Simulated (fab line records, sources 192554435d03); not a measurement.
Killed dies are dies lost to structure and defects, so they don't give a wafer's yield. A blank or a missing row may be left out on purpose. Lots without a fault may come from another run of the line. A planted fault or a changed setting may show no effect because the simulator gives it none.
fab line records | flow n5_finfet
record lots=7 wafers=21
route steps=1938 shown HKMG_FIN@397 GATE_CUT@481 MOL_CONTACT_COAG@519 BEOL_M0_SAQP@672 BEOL_M0@748 BEOL_M1@751
start_h: hours from the record's first day to the start of the lot's first wafer shown | wait_h: hours since the lot's step before | " the same as in the row above | L1.1+2: a row that stands for several wafers | - no value, or no start given | * or withheld: withheld | < > ~ a bound
route shown NAME@n: a module of which the file shows steps, and the number in the route of the first | usual: mean/standard deviation of fault-free wafers | same: alike in all rows | chamber/n: place in a boat | sites: the reading at each site | _std_site: their standard deviation | _edge_site: outer sites' mean less inner sites' | radius_mm: how far each site lies from the wafer's centre | mask NAME#n: copy n | behind: the tool/chamber that last shaped the wafer | hold: why the lot was held/for how many hours/how that ended | device: the transistor (n, p or np) that didn't switch | end of line: the same wafers' tests at the end of the route | a step without rows: its recipe alone | killed: dies lost to structure and defects at the first sort, not the wafer's yield | map: a wafer's dies, x killed, . not, _ none there
set.NAME: the setting as run; set.NAME@STEP: as run at that earlier step | model.NAME: the simulator's own value behind a step, which no gauge read
lots whose settings were changed on purpose; a table a step, a row a wafer
## steps
# step N5_HKMG_FIN_DEVELOP_48
# recipe develop_time_s=30 developer=TMAH resist=CAR-ArF rinse_liquid=diw dry=air_spin dev_temp_c=23
# columns lot.wafer tool chamber start_h wait_h set.develop_time_s
L077.2 litho_track-02 0 - - 28.08
L077.3+5 " 0 " " 30
L079.2+4 litho_track-05 0 - - 26.62
L079.6 " 0 " " 30
L081.4+6 litho_track-02 0 - - 36.74
L081.5 " 0 " " 30
L083.2+3+5 litho_track-05 0 - - 30
L084.1+4+6 litho_track-01 0 - - 30
L090.3+5 litho_track-01 0 - - 32.24
L090.4 " 0 " " 30
L092.1+2+4 litho_track-02 0 - - 30
# step N5_HKMG_FIN_DESCUM_53
# recipe chemistry=O2 time_s=7.9 source_power_w=50 bias_power_w=20 pressure_mtorr=20 rf_frequency_hz=2.712e+07 temp_c=40 resist=CAR-ArF o2_flow_sccm=225
# step N5_HKMG_FIN_ETCH_54
# recipe chemistry=CF4 target=SiARC target_depth_a=455 mask_material=CAR-ArF time_s=75.8 ion_energy_ev=80 pressure_mtorr=40 source_w=545 bias_w=36 Ar_flow_sccm=100 cf4_flow_sccm=100 ends=cleared
# columns lot.wafer tool chamber start_h wait_h set.spin_rpm@HKMG_FIN_COAT_43 model.CAR-ArF_of_HKMG_FIN_COAT_43.thk_nm
L077.2 rie_diel-04 3 92.77 0.0 1358 55.8
L077.3 " 0 " " 1500 51
L077.5 " 0 " " 1358 55.6
L079.2+4 rie_diel-04 1,0 103.09 0.0 1500 50.8
L079.6 " 2 " " 1500 50.6
L081.4 rie_diel-04 2 118.55 0.0 1500 50.8
L081.5 " 2 " " 1598 47.8
L081.6 " 3 " " 1500 50.6
L083.2+3+5 rie_diel-04 3,0,2 129.86 0.0 1500 50.8
L084.1+4 rie_diel-04 2,0 136.28 0.0 1543 49.2
L084.6 " 1 " " 1500 50.4
L090.3 rie_diel-04 2 172.64 0.0 1500 50.8
L090.4 " 1 " " 1433 53.2
L090.5 " 0 " " 1500 51
L092.1 rie_diel-01 1 180.16 0.0 1500 51.2
L092.2 " 0 " " 1500 51.4
L092.4 " 3 " " 1604 48.6
# step N5_HKMG_FIN_ETCH_55
# recipe chemistry=N2/H2 target=SOC target_depth_a=2400 temp_c=40 time_s=300 ion_energy_ev=200 mask_material=SiARC pressure_mtorr=30 source_w=840 bias_w=150 n2_flow_sccm=200 h2_flow_sccm=200
# step N5_HKMG_FIN_STRIP_56
# recipe chemistry=N2/H2 temp_c=40 n2_flow_sccm=200 h2_flow_sccm=200 rf_frequency_hz=6e+07
# step N5_HKMG_FIN_WET_ETCH_82
# recipe chemistry=dHCl mix=1:10000 temp_c=25 target=La2O3 stop_on=HfO2 target_depth_nm=2 dry=ipa_marangoni rinse_time_s=30 rinse_temp_c=23
# step N5_HKMG_FIN_ALD_36
# recipe material=TiN target_thk_a=10 temp_c=400 ald_precursor_family=TiCl4 ald_co_reactant=NH3 pulse_time_s=1 purge_time_s=3 co_reactant_purge_time_s=2 co_reactant_pulse_time_s=2 ald_cycles=47 pressure_torr=3
# step N5_HKMG_FIN_THK_MEAS_70
# recipe thk_meas_gauge=xrf reads=HfO2_of_HKMG_FIN_HK_ALD_01
# usual HK_THK=1.608/0.021
# columns lot.wafer tool chamber start_h wait_h set.ald_cycles@HKMG_FIN_HK_ALD_01 HK_THK[nm]
L077.2 film_metro-02 - 95.14 0.2 30 1.647
L077.3 " - " " 30 1.598
L077.5 " - " " 30 1.620
L079.2 film_metro-01 - 105.46 0.2 30 1.616
L079.4 " - " " 30 1.605
L079.6 " - " " 30 1.604
L081.4 film_metro-02 - 121.00 0.2 32 1.692
L081.5 " - " " 32 1.726
L081.6 " - " " 32 1.747
L083.2 film_metro-02 - 132.28 0.2 30 1.606
L083.3 " - " " 30 1.640
L083.5 " - " " 30 1.625
L084.1 film_metro-01 - 138.68 0.2 33 1.763
L084.4 " - " " 30 1.594
L084.6 " - " " 30 1.593
L090.3 film_metro-01 - 175.17 0.2 26 1.400
L090.4 " - " " 30 1.601
L090.5 " - " " 30 1.585
L092.1 film_metro-02 - 182.53 0.2 26 1.416
L092.2 " - " " 30 1.621
L092.4 " - " " 26 1.389
# step N5_GATE_CUT_COAT_07
# recipe resist=CAR-EUV spin_rpm=1500 resist_thk_nm=30
# columns lot.wafer tool chamber start_h wait_h set.spin_rpm model.CAR-EUV_of_GATE_CUT_COAT_07.thk_nm
L077.2 litho_track-03 0 - - 1500 30
L077.3+5 " 0 " " 1500 29.8
L079.2+6 litho_track-04 0 - - 1500 30
L079.4 " 0 " " 1407 31
L081.4+5 litho_track-03 0 - - 1500 30
L081.6 " 0 " " 1569 29.2
L083.2+3+5 litho_track-02 0 - - 1500 30
L084.1+6 litho_track-03 0 - - 1500 30
L084.4 " 0 " " 1362 31.6
L090.3+5 litho_track-02 0 - - 1500 29.8
L090.4 " 0 " " 1385 31
L092.1 litho_track-04 0 - - 1500 30
L092.2 " 0 " " 1352 31.6
L092.4 " 0 " " 1352 31.4
# step N5_GATE_CUT_EBR_09
# recipe solvent=PGMEA ebr_width_mm=1.5
# step N5_GATE_CUT_SOFTBAKE_08
# recipe temp_c=110 time_s=60 resist=CAR-EUV
# step N5_GATE_CUT_EXPOSE_10
# recipe mask_id=GATE_CUT na=0.33 source_shape=annular sigma_inner=0.35 sigma_outer=0.8 polarization=unpolarized target_cd_nm=20 dose_mj=43.25
# step N5_GATE_CUT_PEB_11
# recipe peb_temp_c=100 peb_time_s=60 resist=CAR-EUV
# step N5_GATE_CUT_DEVELOP_12
# recipe develop_time_s=30 developer=TMAH resist=CAR-EUV rinse_liquid=surfactant_rinse dry=air_spin dev_temp_c=23
# columns lot.wafer tool chamber start_h wait_h set.spin_rpm@GATE_CUT_COAT_07 model.CAR-EUV_of_GATE_CUT_COAT_07.thk_nm
L077.2+3+5 litho_track-04 0 - - 1500 29.4
L079.2 litho_track-04 0 - - 1500 29.6
L079.4 " 0 " " 1407 30.6
L079.6 " 0 " " 1500 29.4
L081.4 litho_track-02 0 - - 1500 29.4
L081.5 " 0 " " 1500 29.6
L081.6 " 0 " " 1569 28.8
L083.2+3+5 litho_track-02 0 - - 1500 29.6
L084.1+6 litho_track-04 0 - - 1500 29.6
L084.4 " 0 " " 1362 31.2
L090.3+5 litho_track-02 0 - - 1500 29.4
L090.4 " 0 " " 1385 30.6
L092.1 litho_track-04 0 - - 1500 29.4
L092.2+4 " 0 " " 1352 31
# step N5_GATE_CUT_DESCUM_18
# recipe chemistry=O2 time_s=7 source_power_w=50 bias_power_w=20 pressure_mtorr=20 rf_frequency_hz=2.712e+07 temp_c=40 resist=CAR-EUV o2_flow_sccm=225
# columns lot.wafer tool chamber start_h wait_h set.spin_rpm@GATE_CUT_COAT_07 model.CAR-EUV_of_GATE_CUT_COAT_07.thk_nm
L077.2+3 rie_diel-06 0,1 105.17 0.4 1500 26
L077.5 " 1 " " 1500 25.8
L079.2+6 rie_diel-06 0,2 115.53 0.0 1500 26
L079.4 " 2 " " 1407 27
L081.4+5 rie_diel-06 2 130.22 0.2 1500 26
L081.6 " 3 " " 1569 25.4
L083.2+3+5 rie_diel-02 3,1,1 141.43 0.0 1500 26
L084.1 rie_diel-06 1 148.68 0.3 1500 26
L084.4 " 1 " " 1362 27.6
L084.6 " 3 " " 1500 26.2
L090.3 rie_diel-02 0 184.24 0.0 1500 25.8
L090.4 " 0 " " 1385 27
L090.5 " 1 " " 1500 26
L092.1 rie_diel-02 3 191.72 0.0 1500 26
L092.2 " 0 " " 1352 27.6
L092.4 " 0 " " 1352 27.4
# step N5_MOL_CONTACT_COAG_COAT_58
# recipe resist=underlayer temp_c=205 time_s=60 spin_rpm=1500 resist_thk_nm=10
# columns lot.wafer tool chamber start_h wait_h set.spin_rpm model.underlayer_of_MOL_CONTACT_COAG_COAT_58.thk_nm
L077.2+3 litho_track-01 0 - - 1500 10
L077.5 " 0 " " 1587 9.8
L079.2+4+6 litho_track-01 0 - - 1500 10
L081.4+6 litho_track-01 0 - - 1451 10.2
L081.5 " 0 " " 1500 10
L083.2+3+5 litho_track-05 0 - - 1500 10
L084.1+4+6 litho_track-04 0 - - 1500 10
L090.3 litho_track-05 0 - - 1500 10
L090.4+5 " 0 " " 1347 10.6
L092.1+2+4 litho_track-04 0 - - 1500 10
# step N5_MOL_CONTACT_COAG_COAT_02
# recipe resist=CAR-EUV spin_rpm=1500 resist_thk_nm=30
# step N5_MOL_CONTACT_COAG_EBR_04
# recipe solvent=PGMEA ebr_width_mm=1.5
# step N5_MOL_CONTACT_COAG_DESCUM_13
# recipe chemistry=O2 time_s=7 source_power_w=50 bias_power_w=20 pressure_mtorr=20 rf_frequency_hz=2.712e+07 temp_c=40 resist=CAR-EUV o2_flow_sccm=225
# step N5_MOL_CONTACT_COAG_ETCH_59
# recipe chemistry=N2/H2 target=underlayer target_depth_a=130 mask_material=CAR-EUV time_s=10.4 ion_energy_ev=200 pressure_mtorr=30 source_w=840 bias_w=150 n2_flow_sccm=200 h2_flow_sccm=200 ends=cleared
# columns lot.wafer tool chamber start_h wait_h set.spin_rpm@MOL_CONTACT_COAG_COAT_58 model.etch.depth_nm
L077.2 rie_diel-04 2 109.16 0.0 1500 9.965
L077.3 " 1 " " 1500 9.99
L077.5 " 3 " " 1587 9.72
L079.2 rie_diel-04 3 121.40 0.0 1500 10.04
L079.4 " 1 " " 1500 10.01
L079.6 " 0 " " 1500 10.02
L081.4+6 rie_diel-01 0,1 134.13 0.0 1451 10.19
L081.5 " 2 " " 1500 10.01
L083.2 rie_diel-04 1 145.24 0.0 1500 10.05
L083.3 " 0 " " 1500 10.06
L083.5 " 3 " " 1500 10.04
L084.1 rie_diel-03 3 152.64 0.0 1500 9.967
L084.4 " 2 " " 1500 10.01
L084.6 " 0 " " 1500 9.99
L090.3 rie_diel-04 1 188.40 0.0 1500 10.04
L090.4 " 2 " " 1347 10.56
L090.5 " 1 " " 1347 10.57
L092.1 rie_diel-03 2 195.74 0.0 1500 9.975
L092.2 " 0 " " 1500 9.932
L092.4 " 1 " " 1500 9.97
# step N5_MOL_CONTACT_COAG_CVD_140
# recipe material=W target_thk_a=665 mode=selective_fill temp_c=300 time_s=215
# columns lot.wafer tool chamber start_h wait_h set.target_thk_a model.W_of_MOL_CONTACT_COAG_CVD_140.thk_nm
L077.2 cvd_w-02 0 119.84 0.1 665 66.8
L077.3 " 1 " " 740 74.8
L077.5 " 1 " " 665 67.6
L079.2 cvd_w-01 0 134.59 0.1 665 65.4
L079.4 " 0 " " 752.3 75.4
L079.6 " 0 " " 752.3 74.8
L081.4 cvd_w-01 0 148.16 0.1 753.9 74.6
L081.5 " 0 " " 665 65.4
L081.6 " 1 " " 665 67
L083.2 cvd_w-02 0 158.24 0.1 665 67.2
L083.3 " 1 " " 665 67.6
L083.5 " 1 " " 665 68.2
L084.1 cvd_w-01 0 165.52 0.1 640.5 63.6
L084.4 " 1 " " 665 66.4
L084.6 " 1 " " 640.5 64
L090.3 cvd_w-01 1 203.31 0.1 702.4 70.4
L090.4 " 0 " " 665 66.6
L090.5 " 0 " " 665 66.2
L092.1+4 cvd_w-02 1 207.60 0.1 665 66.8
L092.2 " 0 " " 665 65.4
# step N5_BEOL_M0_SAQP_ETCH_106
# recipe chemistry=N2/H2 target=SOC target_depth_a=1500 stop_on=SiNx ion_energy_ev=100 bias_w=61 pressure_mtorr=30 source_w=850 n2_flow_sccm=200 h2_flow_sccm=200
# columns lot.wafer tool chamber start_h wait_h set.target_depth_a model.SOC_of_BEOL_M0_SAQP_COAT_105.thk_nm
L077.2 rie_diel-06 0 130.08 - 1500 23.8
L077.3 " 3 " " 1347 33.8
L077.5 " 3 " " 1347 33
L079.2 rie_diel-06 2 142.60 - 1402 30.8
L079.4 " 1 " " 1500 22
L079.6 " 2 " " 1500 24.4
L081.4 rie_diel-02 0 156.40 - 1323 30
L081.5 " 2 " " 1323 33.2
L081.6 " 1 " " 1500 24.8
L083.2 rie_diel-06 0 167.06 - 1500 23.8
L083.3 " 3 " " 1500 25.2
L083.5 " 0 " " 1500 25
L084.1 rie_diel-05 1 174.42 - 1500 22.8
L084.4 " 3 " " 1500 23.6
L084.6 " 0 " " 1500 25
L090.3 rie_diel-05 3 212.64 - 1373 28.8
L090.4 " 1 " " 1373 28.4
L090.5 " 3 " " 1500 22.4
L092.1 rie_diel-05 0 217.60 - 1500 23.8
L092.2 " 1 " " 1671 14.4
L092.4 " 3 " " 1500 22.6
# step N5_BEOL_M0_SAQP_ETCH_107
# recipe chemistry=CH3F/O2 target=SiNx target_depth_a=300 mask_material=SOC pressure_mtorr=30 source_w=395 bias_w=73 Ar_flow_sccm=150 CH3F_flow_sccm=30 O2_flow_sccm=20 ion_energy_ev=120
# columns lot.wafer tool chamber start_h wait_h set.target_depth_a@BEOL_M0_SAQP_ETCH_106 model.SOC_of_BEOL_M0_SAQP_COAT_105.thk_nm
L077.2 rie_diel-06 0 130.14 0.0 1500 13
L077.3 " 3 " " 1347 23.2
L077.5 " 3 " " 1347 22.4
L079.2 rie_diel-06 2 142.66 0.0 1402 20
L079.4 " 1 " " 1500 10.8
L079.6 " 2 " " 1500 13.6
L081.4 rie_diel-02 0 156.46 0.0 1323 19
L081.5 " 2 " " 1323 22.6
L081.6 " 1 " " 1500 14
L083.2 rie_diel-06 0 167.12 0.0 1500 13.2
L083.3 " 3 " " 1500 14.6
L083.5 " 0 " " 1500 14.4
L084.1 rie_diel-05 1 174.48 0.0 1500 11.8
L084.4 " 3 " " 1500 12.8
L084.6 " 0 " " 1500 14.2
L090.3 rie_diel-05 3 212.70 0.0 1373 18
L090.4 " 1 " " 1373 17.4
L090.5 " 3 " " 1500 11.4
L092.1 rie_diel-05 0 217.66 0.0 1500 13
L092.2 " 1 " " 1671 3.4
L092.4 " 3 " " 1500 11.6
# step N5_BEOL_M0_DEP_125
# recipe material=SiCN target_thk_a=80 temp_c=withheld precursor=3MS/NH3 pressure_torr=3 rf_w=202 time_s=14
# columns lot.wafer tool chamber start_h wait_h set.time_s model.SiCN_of_BEOL_M0_DEP_125.thk_nm
L077.2 pecvd-01 0 138.87 0.0 14.61 8.2
L077.3 " 1 " " 14 8
L077.5 " 1 " " 14.61 8.4
L079.2+6 pecvd-03 0,1 150.91 0.0 14 8
L079.4 " 0 " " 14 8.2
L081.4 pecvd-01 0 165.98 0.0 14 8
L081.5 " 2 " " 12.4 7.2
L081.6 " 1 " " 14 8.2
L083.2+5 pecvd-02 1,0 175.59 0.0 14 8.2
L083.3 " 0 " " 14 8
L084.1 pecvd-03 2 191.05 0.0 14.57 8.2
L084.4 " 2 " " 14 8
L084.6 " 1 " " 14.57 8.4
L090.3+5 pecvd-02 0 225.38 0.0 14 8.2
L090.4 " 2 " " 14 8
L092.1 pecvd-02 2 227.90 0.0 14.71 8.4
L092.2+4 " 0,2 " " 14 8
# step N5_BEOL_M1_ILD_DEP_00
# recipe material=SiOC target_thk_a=790 temp_c=350 precursor=DEMS/O2 pressure_torr=5 rf_w=500 time_s=15.3
# columns lot.wafer tool chamber start_h wait_h set.time_s model.SiOC_of_BEOL_M1_ILD_DEP_00.thk_nm
L077.2 pecvd-02 2 139.00 0.0 15.3 79
L077.3 " 0 " " 15.3 78
L077.5 " 1 " " 15.3 78.6
L079.2 pecvd-02 1 151.04 0.0 15.3 77.6
L079.4 " 0 " " 16.43 84.2
L079.6 " 0 " " 15.3 79.6
L081.4 pecvd-03 0 166.13 0.1 15.3 79.6
L081.5 " 1 " " 15.3 79.4
L081.6 " 2 " " 16.34 83
L083.2 pecvd-04 1 175.72 0.0 15.3 78
L083.3 " 0 " " 15.3 78.8
L083.5 " 0 " " 15.3 79.6
L084.1 pecvd-02 2 191.18 0.0 15.3 79.2
L084.4 " 2 " " 16.35 85.4
L084.6 " 0 " " 16.35 83.6
L090.3+4 pecvd-04 0,1 225.53 0.1 15.3 79.8
L090.5 " 0 " " 16.44 85.4
L092.1 pecvd-02 0 228.04 0.0 15.3 77.8
L092.2 " 2 " " 15.3 78.4
L092.4 " 0 " " 15.3 79.6
# step N5_BEOL_M1_THK_MEAS_01
# recipe reads=SiOC_of_BEOL_M1_ILD_DEP_00
# usual M1_ILD_THK=78.8/1
# columns lot.wafer tool chamber start_h wait_h set.time_s@BEOL_M1_ILD_DEP_00 M1_ILD_THK[nm]
L077.2 film_metro-02 - 139.06 0.1 15.3 79.1
L077.3 " - " " 15.3 78.0
L077.5 " - " " 15.3 78.7
L079.2 film_metro-02 - 151.12 0.1 15.3 77.6
L079.4 " - " " 16.43 84.1
L079.6 " - " " 15.3 79.5
L081.4 film_metro-01 - 166.18 0.0 15.3 79.7
L081.5 " - " " 15.3 79.4
L081.6 " - " " 16.34 83.0
L083.2 film_metro-01 - 175.79 0.1 15.3 78.0
L083.3 " - " " 15.3 78.7
L083.5 " - " " 15.3 79.5
L084.1 film_metro-02 - 191.24 0.0 15.3 79.3
L084.4 " - " " 16.35 85.4
L084.6 " - " " 16.35 83.5
L090.3 film_metro-02 - 225.60 0.1 15.3 79.8
L090.4 " - " " 15.3 79.8
L090.5 " - " " 16.44 85.4
L092.1 film_metro-01 - 228.11 0.0 15.3 77.7
L092.2 " - " " 15.3 78.5
L092.4 " - " " 15.3 79.6
# step N5_BEOL_M1_EXPOSE_25
# recipe mask_id=V0 na=0.33 source_shape=quasar sigma_inner=0.2 sigma_outer=0.8 polarization=unpolarized defocus_nm=5 target_cd_nm=24 dose_mj=63
# columns lot.wafer tool chamber start_h wait_h mask set.dose_mj
L077.2+5 euv_scanner-02 0 143.88 - V0#0 63
L077.3 " 0 " " V0#0 61.52
L079.2+6 euv_scanner-02 0 152.99 - V0#0 65.1
L079.4 " 0 " " V0#0 63
L081.4+6 euv_scanner-01 0 168.83 - V0#0 63
L081.5 " 0 " " V0#0 60.07
L083.2+3+5 euv_scanner-02 0 178.41 - V0#0 63
L084.1+4 euv_scanner-02 0 193.29 - V0#0 67.1
L084.6 " 0 " " V0#0 63
L090.3 euv_scanner-01 0 227.02 - V0#0 63
L090.4+5 " 0 " " V0#0 66.66
L092.1+2 euv_scanner-01 0 230.77 - V0#0 60.88
L092.4 " 0 " " V0#0 63
# step N5_BEOL_M1_PEB_26
# recipe peb_temp_c=100 peb_time_s=60 resist=CAR-EUV
# step N5_BEOL_M1_DEVELOP_27
# recipe develop_time_s=30 developer=TMAH resist=CAR-EUV rinse_liquid=surfactant_rinse dry=air_spin dev_temp_c=23
# step N5_BEOL_M1_CD_MEAS_28
# recipe landing_energy_ev=500 detector=se_inlens target_cd_y_nm=23.3
# usual cd_nm=24.05/0.24
# columns lot.wafer tool chamber start_h wait_h set.dose_mj@BEOL_M1_EXPOSE_25 cd_nm
L077.2 cd_sem-03 0 144.02 - 63 23.95
L077.3 " 0 " " 61.52 23.56
L077.5 " 0 " " 63 24.04
L079.2 cd_sem-01 0 153.13 - 65.1 24.75
L079.4 " 0 " " 63 23.88
L079.6 " 0 " " 65.1 24.61
L081.4 cd_sem-01 0 168.95 - 63 24.04
L081.5 " 0 " " 60.07 23.18
L081.6 " 0 " " 63 24.62
L083.2 cd_sem-03 0 178.54 - 63 24.14
L083.3 " 0 " " 63 24.25
L083.5 " 0 " " 63 24.02
L084.1 cd_sem-03 0 193.43 - 67.1 25.57
L084.4 " 0 " " 67.1 25.18
L084.6 " 0 " " 63 23.85
L090.3 cd_sem-02 0 227.15 - 63 23.92
L090.4 " 0 " " 66.66 24.63
L090.5 " 0 " " 66.66 24.90
L092.1 cd_sem-01 0 230.91 - 60.88 23.53
L092.2 " 0 " " 60.88 23.03
L092.4 " 0 " " 63 24.19
## key
split step=N5_HKMG_FIN_DEVELOP_48 setting=develop_time_s stated=30 by=wafer
response none clear
split step=N5_GATE_CUT_COAT_07 setting=spin_rpm stated=1500 by=wafer
response step=N5_GATE_CUT_COAT_07 reading=model.CAR-EUV_of_GATE_CUT_COAT_07.thk_nm change=-0.162 per=1% r=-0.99
response step=N5_GATE_CUT_DEVELOP_12 reading=model.CAR-EUV_of_GATE_CUT_COAT_07.thk_nm change=-0.166 per=1% r=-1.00
response step=N5_GATE_CUT_DESCUM_18 reading=model.CAR-EUV_of_GATE_CUT_COAT_07.thk_nm change=-0.153 per=1% r=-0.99
split step=N5_MOL_CONTACT_COAG_COAT_58 setting=spin_rpm stated=1500 by=wafer
response step=N5_MOL_CONTACT_COAG_COAT_58 reading=model.underlayer_of_MOL_CONTACT_COAG_COAT_58.thk_nm change=-0.0535 per=1% r=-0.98
response step=N5_MOL_CONTACT_COAG_ETCH_59 reading=model.etch.depth_nm change=-0.0507 per=1% r=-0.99
split step=N5_MOL_CONTACT_COAG_CVD_140 setting=target_thk_a stated=665 by=wafer
response step=N5_MOL_CONTACT_COAG_CVD_140 reading=model.W_of_MOL_CONTACT_COAG_CVD_140.thk_nm change=+0.683 per=1% r=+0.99
split step=N5_BEOL_M0_SAQP_ETCH_106 setting=target_depth_a stated=1500 by=wafer
response step=N5_BEOL_M0_SAQP_ETCH_106 reading=model.SOC_of_BEOL_M0_SAQP_COAT_105.thk_nm change=-0.781 per=1% r=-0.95
response step=N5_BEOL_M0_SAQP_ETCH_107 reading=model.SOC_of_BEOL_M0_SAQP_COAT_105.thk_nm change=-0.792 per=1% r=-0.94
split step=N5_BEOL_M0_DEP_125 setting=time_s stated=14 by=wafer
response step=N5_BEOL_M0_DEP_125 reading=model.SiCN_of_BEOL_M0_DEP_125.thk_nm change=+0.0773 per=1% r=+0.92
split step=N5_BEOL_M1_ILD_DEP_00 setting=time_s stated=15.3 by=wafer
response step=N5_BEOL_M1_ILD_DEP_00 reading=model.SiOC_of_BEOL_M1_ILD_DEP_00.thk_nm change=+0.704 per=1% r=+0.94
response step=N5_BEOL_M1_THK_MEAS_01 reading=M1_ILD_THK change=+0.695 per=1% r=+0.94
split step=N5_BEOL_M1_EXPOSE_25 setting=dose_mj stated=63 by=wafer
response step=N5_BEOL_M1_CD_MEAS_28 reading=cd_nm change=+0.214 per=1% r=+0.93
split outside_this_file step=N5_HKMG_FIN_HK_ALD_01 setting=ald_cycles
split outside_this_file step=N5_HKMG_FIN_COAT_43 setting=spin_rpm
# split outside_this_file: this setting was split too, and the file shows its column; the key of that split is in another file
